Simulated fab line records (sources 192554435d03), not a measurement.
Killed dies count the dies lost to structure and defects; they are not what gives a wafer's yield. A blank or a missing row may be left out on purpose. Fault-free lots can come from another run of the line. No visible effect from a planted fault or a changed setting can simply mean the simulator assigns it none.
Which of the tools did it? | flow n5Finfet | Sampling: 24 lots, 72 wafers, 4 of 1938 route steps

WHAT THE GAUGES READ, wafer by wafer
N5_STI_FIN_REVEAL_CD_MEAS_22: target cd 6.238 nm, pitch 28 nm.
lot  | measured    | on       | cdNm (nm)
L074 | day 2 17:41 | cdSem-02 | 6.65 6.05 5.93
L075 | day 2 20:12 | cdSem-01 | 6.44 6.52 5.81
L076 | day 3 01:53 | cdSem-01 | 6.06 6.20 6.19
L077 | day 3 09:32 | cdSem-01 | 6.42 6.10 6.12
L078 | day 3 16:10 | cdSem-03 | 5.98 6.10 5.78
L079 | day 3 20:09 | cdSem-03 | 6.40 6.42 6.54
L080 | day 4 01:59 | cdSem-01 | 6.20 6.30 6.63
L081 | day 4 07:46 | cdSem-02 | 6.52 6.12 6.88
L082 | day 4 14:07 | cdSem-03 | 6.29 6.32 5.95
L083 | day 4 22:49 | cdSem-01 | 6.32 6.12 6.15
L084 | day 5 04:40 | cdSem-01 | 6.41 5.99 6.66
L085 | day 5 12:15 | cdSem-02 | 6.41 6.11 6.74
L086 | day 5 16:01 | cdSem-03 | 6.18 6.55 5.81
L087 | day 5 20:11 | cdSem-01 | 6.56 6.21 6.59
L088 | day 6 04:07 | cdSem-02 | 6.37 6.74 6.41
L089 | day 6 09:13 | cdSem-01 | 5.94 5.84 6.36
L090 | day 6 16:36 | cdSem-02 | 6.00 6.00 5.98
L091 | day 6 22:36 | cdSem-02 | 6.46 6.22 6.60
L092 | day 7 04:23 | cdSem-03 | 6.25 6.44 6.58
L093 | day 7 08:48 | cdSem-03 | 6.32 6.35 6.09
L094 | day 7 13:56 | cdSem-01 | 6.43 6.12 6.59
L095 | day 7 18:57 | cdSem-02 | 6.49 6.05 6.34
L096 | day 8 00:25 | cdSem-02 | 5.96 6.30 6.41
L097 | day 8 06:37 | cdSem-01 | 6.56 6.51 6.52

N5_DUMMY_GATE_THK_MEAS_05.
lot  | measured    | on           | thkNm (nm)
L074 | day 2 21:59 | filmMetro-02 | 71.5 70.8 72.5
L075 | day 3 01:38 | filmMetro-02 | 73.3 74.5 72.0
L076 | day 3 07:03 | filmMetro-01 | 74.2 72.4 73.2
L077 | day 3 13:49 | filmMetro-02 | 72.7 70.5 72.9
L078 | day 3 20:28 | filmMetro-01 | 72.8 72.5 73.3
L079 | day 4 00:27 | filmMetro-02 | 71.9 70.4 70.8
L080 | day 4 07:11 | filmMetro-01 | 73.6 74.3 74.2
L081 | day 4 12:07 | filmMetro-01 | 72.8 70.0 70.3
L082 | day 4 18:47 | filmMetro-02 | 71.5 70.1 71.4
L083 | day 5 05:13 | filmMetro-01 | 73.5 71.2 71.5
L084 | day 5 11:01 | filmMetro-02 | 72.7 72.1 72.4
L085 | day 5 16:56 | filmMetro-01 | 72.5 71.3 72.5
L086 | day 5 20:34 | filmMetro-01 | 71.7 72.9 72.6
L087 | day 6 00:51 | filmMetro-02 | 70.6 70.6 69.5
L088 | day 6 09:19 | filmMetro-01 | 70.7 72.0 71.7
L089 | day 6 14:49 | filmMetro-02 | 71.4 70.7 73.2
L090 | day 6 20:53 | filmMetro-01 | 69.9 71.8 74.4
L091 | day 7 03:48 | filmMetro-01 | 70.5 71.3 71.2
L092 | day 7 08:59 | filmMetro-02 | 72.9 72.4 72.2
L093 | day 7 14:55 | filmMetro-01 | 73.3 74.9 72.0
L094 | day 7 18:14 | filmMetro-02 | 73.5 72.8 71.9
L095 | day 8 00:47 | filmMetro-01 | 70.6 72.8 71.6
L096 | day 8 04:53 | filmMetro-01 | 70.3 71.3 69.9
L097 | day 8 11:35 | filmMetro-01 | 69.1 69.9 69.4

TOOL THAT RAN EACH LOT (tool first, then ch and the chambers of the sampled wafers, then the start)
lot  | N5_FIN_SAQP_ETCH_65            | N5_FIN_CUT_PRECLEAN_35
L074 | rieSi-03 ch 1,2, day 2 02:26   | vaporEtch-02 ch 0,1, day 2 05:43
L075 | rieSi-03 ch 0,1,2, day 2 06:52 | vaporEtch-02 ch 0,1, day 2 10:12
L076 | rieSi-04 ch 0,2,3, day 2 13:01 | vaporEtch-02 ch 0,1, day 2 16:11
L077 | rieSi-03 ch 0,1,2, day 2 20:25 | vaporEtch-01 ch 0, day 2 23:51
L078 | rieSi-04 ch 0,1,2, day 3 03:37 | vaporEtch-01 ch 0,1, day 3 06:50
L079 | rieSi-03 ch 0,2, day 3 07:46   | vaporEtch-02 ch 0,1, day 3 11:01
L080 | rieSi-02 ch 0,1,3, day 3 12:56 | vaporEtch-02 ch 0,1, day 3 16:14
L081 | rieSi-03 ch 0,1,3, day 3 19:13 | vaporEtch-02 ch 0,1, day 3 22:35
L082 | rieSi-04 ch 2,3, day 4 01:58   | vaporEtch-02 ch 0,1, day 4 04:56
L083 | rieSi-03 ch 1,2,3, day 4 08:31 | vaporEtch-02 ch 0,1, day 4 12:59
L084 | rieSi-02 ch 1,2,3, day 4 14:47 | vaporEtch-01 ch 0,1, day 4 19:12
L085 | rieSi-04 ch 1,2, day 4 22:02   | vaporEtch-01 ch 0,1, day 5 01:17
L086 | rieSi-04 ch 0,2,3, day 5 03:32 | vaporEtch-02 ch 0,1, day 5 06:38
L087 | rieSi-02 ch 0,2, day 5 07:22   | vaporEtch-01 ch 0,1, day 5 10:22
L088 | rieSi-02 ch 0,2,3, day 5 13:33 | vaporEtch-01 ch 0,1, day 5 18:05
L089 | rieSi-04 ch 0,1,2, day 5 20:40 | vaporEtch-01 ch 0,1, day 5 23:59
L090 | rieSi-02 ch 0,3, day 6 02:22   | vaporEtch-01 ch 0,1, day 6 06:19
L091 | rieSi-03 ch 0,2,3, day 6 08:50 | vaporEtch-02 ch 0,1, day 6 13:13
L092 | rieSi-02 ch 1,3, day 6 15:47   | vaporEtch-02 ch 0,1, day 6 19:10
L093 | rieSi-02 ch 1,2, day 6 20:21   | vaporEtch-01 ch 0,1, day 6 23:31
L094 | rieSi-02 ch 0,3, day 7 00:00   | vaporEtch-01 ch 0,1, day 7 03:12
L095 | rieSi-03 ch 0,1, day 7 06:03   | vaporEtch-02 ch 0,1, day 7 09:58
L096 | rieSi-03 ch 0,2, day 7 12:17   | vaporEtch-01 ch 0,1, day 7 15:24
L097 | rieSi-03 ch 0,2, day 7 18:11   | vaporEtch-02 ch 0,1, day 7 21:38
- N5_FIN_SAQP_ETCH_65: etches SiO2 in CF4, target depth 4 nm, time 4.4 s.
- N5_FIN_CUT_PRECLEAN_35: cleans in vHF, time 13.3 s.

WHAT THE TOOLS THEMSELVES READ (means of the sampled wafers that have a number; where no wafer has one, the mark that the record gives instead)
N5_FIN_SAQP_ETCH_65.
lot  | tool     | drypumpMotorCurrentA (A) | oesProductAu (a.u.) | throttleValvePct (%)
L074 | rieSi-03 | 6.0                      | 0.962               | 21.78
L075 | rieSi-03 | 5.9                      | 0.973               | 21.74
L076 | rieSi-04 | 5.7                      | 1.018               | 21.51
L077 | rieSi-03 | 5.9                      | 0.972               | 21.73
L078 | rieSi-04 | 5.7                      | 1.015               | 21.55
L079 | rieSi-03 | 5.9                      | 0.975               | 21.70
L080 | rieSi-02 | 5.3                      | 0.992               | 21.89
L081 | rieSi-03 | 5.7                      | 0.974               | 21.77
L082 | rieSi-04 | 5.4                      | 1.013               | 21.52
L083 | rieSi-03 | 5.9                      | 0.965               | 21.81
L084 | rieSi-02 | 5.4                      | 0.976               | 21.70
L085 | rieSi-04 | 5.8                      | 1.033               | 21.67
L086 | rieSi-04 | 5.7                      | 1.004               | 21.51
L087 | rieSi-02 | 5.3                      | 0.993               | 21.73
L088 | rieSi-02 | 5.4                      | 0.987               | 21.60
L089 | rieSi-04 | 5.7                      | 1.025               | 21.56
L090 | rieSi-02 | 5.3                      | 1.000               | 21.66
L091 | rieSi-03 | 5.9                      | 0.973               | 21.76
L092 | rieSi-02 | 5.3                      | 0.980               | 21.76
L093 | rieSi-02 | 5.4                      | 0.978               | 21.94
L094 | rieSi-02 | 5.2                      | 1.004               | 21.78
L095 | rieSi-03 | 5.8                      | 0.982               | 21.77
L096 | rieSi-03 | 5.9                      | 0.989               | 21.69
L097 | rieSi-03 | 5.9                      | 0.986               | 21.69

N5_FIN_CUT_PRECLEAN_35.
lot  | tool         | drypumpMotorCurrentA (A) | forelinePTorr (Torr)
L074 | vaporEtch-02 | 6.0                      | 0.1280
L075 | vaporEtch-02 | 5.7                      | 0.1284
L076 | vaporEtch-02 | 5.7                      | 0.1273
L077 | vaporEtch-01 | 5.6                      | 0.1280
L078 | vaporEtch-01 | 5.4                      | 0.1280
L079 | vaporEtch-02 | 6.0                      | 0.1277
L080 | vaporEtch-02 | 5.7                      | 0.1274
L081 | vaporEtch-02 | 6.0                      | 0.1280
L082 | vaporEtch-02 | 5.7                      | 0.1280
L083 | vaporEtch-02 | 5.7                      | 0.1283
L084 | vaporEtch-01 | 5.4                      | 0.1279
L085 | vaporEtch-01 | 5.5                      | 0.1287
L086 | vaporEtch-02 | 6.0                      | 0.1283
L087 | vaporEtch-01 | 5.4                      | 0.1284
L088 | vaporEtch-01 | 5.4                      | 0.1282
L089 | vaporEtch-01 | 5.5                      | 0.1277
L090 | vaporEtch-01 | 5.5                      | 0.1282
L091 | vaporEtch-02 | 5.7                      | 0.1286
L092 | vaporEtch-02 | 5.7                      | 0.1282
L093 | vaporEtch-01 | 5.5                      | 0.1283
L094 | vaporEtch-01 | 5.4                      | 0.1277
L095 | vaporEtch-02 | 5.7                      | 0.1280
L096 | vaporEtch-01 | 5.5                      | 0.1286
L097 | vaporEtch-02 | 5.7                      | 0.1285

THE ANSWER, worked out from the rows above alone
Rule: usual is defined by the lots themselves. The widest of any qualifying gaps counts: lots, ordered by their means at a reading, are off when they make up no more than a third of the lots, leave a main group of 4 or more, and stand apart from it by 3 or more times the standard deviation of that group's means. The tables above print the reading to a certain number of digits; a main group whose means all agree to those digits is not used. A lot without any number at a reading at which 4 lots or more have one is off too. The other lots that the step has rows for count as sound. Order of review: gauges by route order, followed by the tools' own readings, for which a lot's mean as printed above is used. The first step at which some lot is off is used, and at that step the reading that is off furthest; a lot without a number counts as furthest.
None of the lots is off at any reading shown; this tells nothing.

WHAT THE SIMULATOR PUT IN
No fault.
